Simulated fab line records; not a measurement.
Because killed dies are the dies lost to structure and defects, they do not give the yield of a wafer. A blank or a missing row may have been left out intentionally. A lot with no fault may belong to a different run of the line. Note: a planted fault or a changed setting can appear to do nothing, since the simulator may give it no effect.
Comparing a struck lot with a sound one + flow nand_harc + 12 steps out of a route of 1302
Sound: the wafers L241.3, L241.4, L241.5. Wafers L230.1, L230.4, L230.6 were the ones struck. The cause comes at the end.
Each step with rows lists, per side, the tool, then ch with its chambers, then its first start. Under that, the readings that differ: sound wafers + struck wafers + difference of the means + sigmas: that difference in standard deviations of wafers without a fault.
alike: readings whose means differ by less than 2 such deviations, and words and numbers that are the same on both sides. not compared: withheld readings, readings that some wafer has no value for, bounds like >300 that may hide the same value, and numbers for which the record gives no deviation and whose values overlap.
Wherever a step has rows on one side only, a row that says differs or no value, or a row with sigmas, the two part there. Numbers that don't overlap but have no deviation are shown without sigmas and don't part them. Lack of a reading on every wafer of one side parts them only where that side has two or more wafers.

first, 2 steps without rows for these wafers: NHARC_A_STAIRCASE_PRECLEAN_276 (cleans in SC1); NHARC_A_STAIRCASE_SRD_277.
NHARC_A_STAIRCASE_HM_DEP_459: deposits aC, target thk 1500 nm.
  sound on acl_dep-03 ch 0, day 24 03:50; struck on acl_dep-02 ch 0, day 19 17:42
  alike: throttle_valve_pct
NHARC_A_STAIRCASE_DEP_280: deposits SiON, target thk 30 nm.
  sound on pecvd-04 ch 0,1,2, day 24 05:08; struck on pecvd-02 ch 0,2, day 19 19:37
  alike: heater_power_w
then, 7 steps without rows for these wafers: NHARC_A_STAIRCASE_DEHYDRATE_281 (time 120 s); NHARC_A_STAIRCASE_HMDS_282 (time 30 s); NHARC_A_STAIRCASE_COAT_283; NHARC_A_STAIRCASE_SOFTBAKE_284 (time 170 s); NHARC_A_STAIRCASE_EBR_285; NHARC_A_STAIRCASE_EXPOSE_286 (exposes mask CHOP 100); NHARC_A_STAIRCASE_PEB_287 (peb time 130 s).
NHARC_A_STAIRCASE_DEVELOP_288: time 140 s.
  struck on litho_track-05, day 19 20:00; sound on litho_track-07 ch 0, day 24 05:00
  no value came back on the struck wafers for chill_plate_temp_C (C), exhaust_pa (Pa); on the sound wafers chill_plate_temp_C (C) reads 22.98 22.90 22.94

== WHERE THEY PART ==
Only at NHARC_A_STAIRCASE_DEVELOP_288, as far as this record shows.

WHY: the cause the simulator had injected
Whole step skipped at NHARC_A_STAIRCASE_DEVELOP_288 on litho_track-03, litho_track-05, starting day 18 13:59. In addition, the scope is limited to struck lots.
